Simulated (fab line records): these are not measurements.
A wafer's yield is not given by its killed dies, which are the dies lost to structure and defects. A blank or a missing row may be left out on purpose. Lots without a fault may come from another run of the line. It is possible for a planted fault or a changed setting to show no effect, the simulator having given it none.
Problem report in the 8D (eight disciplines) form, filled by code | flow nand_harc | the parts of the form that need people (team, actions taken, sign-off) are left out

1. THE ISSUE
killed_at_array at NHARC_END_SORT_01 reads a mean of 671 on 6 wafers of 2 lots; wafers without a fault read 53 with a standard deviation of 18. Measured from the usual mean, that is +34 standard deviations.
Earliest sighting: wafer L784.2 on prober-02 at day 29 12:34. The record has a number at this step for 6 wafers belonging to 2 lots. Rule for "out", or "out of limits": more than 4 standard deviations from the usual mean. All remaining wafers that have a number are taken as sound.

2. WHAT IT IS AND WHAT IT IS NOT
question                    | is                           | is not
which readings at this step | killed_at_array, killed_dies | killed_open, killed_short
which lots                  | L784, L785                   | -
which wafers of those lots  | all that have a number       | -
read on which gauges        | prober-01, prober-02         | -
when                        | from day 29 12:34            | up to then (0 sound wafers)

3. THE SUSPECTS, EACH WITH WHAT RULES IT OUT
Counting: a tool at any process step up to the reading remains a suspect when it ran all the lots that are out and ran no sound lot after the first of those.
- the gauge at NHARC_END_SORT_01 has been ruled out. 2 gauges (prober-01, prober-02) read the wafers that are out.
- pvd_sputter-03 at NHARC_P_BONDPAD_PVD_17 (deposits TaN, target thk 5 nm, time 8.06 s): kept. It ran every lot that is out, first L784 (day 13 02:09), and no sound lot after that. Because NHARC_P_BONDPAD_PVD_17 lacks a start for some lots, the hours and order of its lots are taken from NHARC_A_ONON_D1_DEP_12.
- pecvd_onon-04 at NHARC_A_ONON_D1_DEP_12 (target thk 1000 nm): kept. It ran every lot that is out, first L784 (day 13 02:09), and no sound lot after that.
Left after counting: pvd_sputter-03 at NHARC_P_BONDPAD_PVD_17, pecvd_onon-04 at NHARC_A_ONON_D1_DEP_12.

4. THE CAUSE (what the simulator had put in)
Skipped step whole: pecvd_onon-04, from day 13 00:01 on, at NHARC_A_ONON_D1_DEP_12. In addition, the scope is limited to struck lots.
2 suspects survive the count, and this tool is in that group.

5. THE EFFECT CHAIN, in route order
Rows list readings where the struck wafers' mean (over those with a number) sits beyond 3 standard deviations from the usual. Scope: only readings with a usual standard deviation given in the record; hours: median across lots of the time from each lot's start at the first step in this table that gives one to its start at this step; sigmas: change in usual standard deviations.
hours | step              | reading         | usual | on struck wafers | change | sigmas
0     | NHARC_END_SORT_01 | killed_at_array | 53    | 671              | +618   | +34
0     | NHARC_END_SORT_01 | killed_dies     | 58    | 677              | +619   | +34
Readings that are blank on the struck wafers while sound wafers have them: n2_flow_sccm at NHARC_A_ONON_D1_DEP_12; n2o_flow_sccm at NHARC_A_ONON_D1_DEP_12.

6. HOW IT WOULD HAVE BEEN CAUGHT EARLIER
Counted from the fault's start at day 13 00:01, it took 397 hours until the first out-of-limits reading at a measuring or inspecting step in this record, taken at day 29 12:34.
At NHARC_A_ONON_D1_DEP_12 the tool's readings are blank on the struck wafers, where sound wafers have them: an empty tool record is the first sign, and it was there at once.
By day 29 12:34, every lot that is out (2) had started NHARC_A_ONON_D1_DEP_12 on pecvd_onon-04. Tool hold at that time: it would have spared none of them.
